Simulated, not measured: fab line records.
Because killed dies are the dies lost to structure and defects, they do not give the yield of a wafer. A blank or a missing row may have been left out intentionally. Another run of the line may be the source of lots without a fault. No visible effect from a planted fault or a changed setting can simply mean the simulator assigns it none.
Chamber matching -- flow n5_finfet -- N5_BEOL_M10_CURE_71 on uv_cure-03 has 3 sister chambers
The step cures SiCOH lowk, time 240 s. 6 wafers are shown with their chamber, then 11 later ones without.

WAFERS, EACH WITH ITS CHAMBER
wafer,chamber,wafer_temp_C_max,lamp_power_pct (%)
L078.4,2,386.6,52.25
L078.5,2,386.5,52.36
L082.5,0,386.2,52.29
L087.4,1,386.9,52.32
L087.5,1,388.6,52.40
L089.1,0,386.2,52.45

WAFERS WITHOUT THEIR CHAMBER
wafer,wafer_temp_C_max,lamp_power_pct (%)
L089.2,386.6,52.42
L089.4,386.4,52.33
L092.4,386.3,52.31
L092.5,386.1,52.30
L092.6,386.4,52.24
L096.1,386.3,52.37
L096.3,386.7,52.26
L096.4,387.2,52.27
L091.3,386.2,52.33
L091.4,386.6,52.30
L091.6,386.9,52.28

EACH ONE'S CHAMBER
wafer,from the rows above,in truth
L089.2,can't be placed: 0 or 2 or 1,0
L089.4,can't be placed: 2 or 0 or 1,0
L092.4,can't be placed: 2 or 0 or 1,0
L092.5,can't be placed: 2 or 0 or 1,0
L092.6,can't be placed: 2 or 0 or 1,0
L096.1,can't be placed: 0 or 2 or 1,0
L096.3,can't be placed: 2 or 0 or 1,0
L096.4,can't be placed: 2 or 1 or 0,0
L091.3,can't be placed: 0 or 2 or 1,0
L091.4,can't be placed: 2 or 0 or 1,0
L091.6,can't be placed: 2 or 0 or 1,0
Placed correctly: 0 of 11. From these rows, 11 cannot be placed; in 11 the true chamber is one of the candidates. Number placed wrongly: 0.
How it was worked out, from the rows above alone: a wafer's distance from a chamber is the root of the sum, over the readings, of the square of ((its reading less the chamber's mean) divided by the reading's scatter). The wafer belongs to the nearest chamber; if the next one is less than 2 further off, it can't be placed. For every chamber, the mean is computed from those of its wafers that are shown. The scatter: take each reading less its chamber's mean, square it, sum over the shown wafers, divide by the number of wafers less the number of chambers, and take the root.
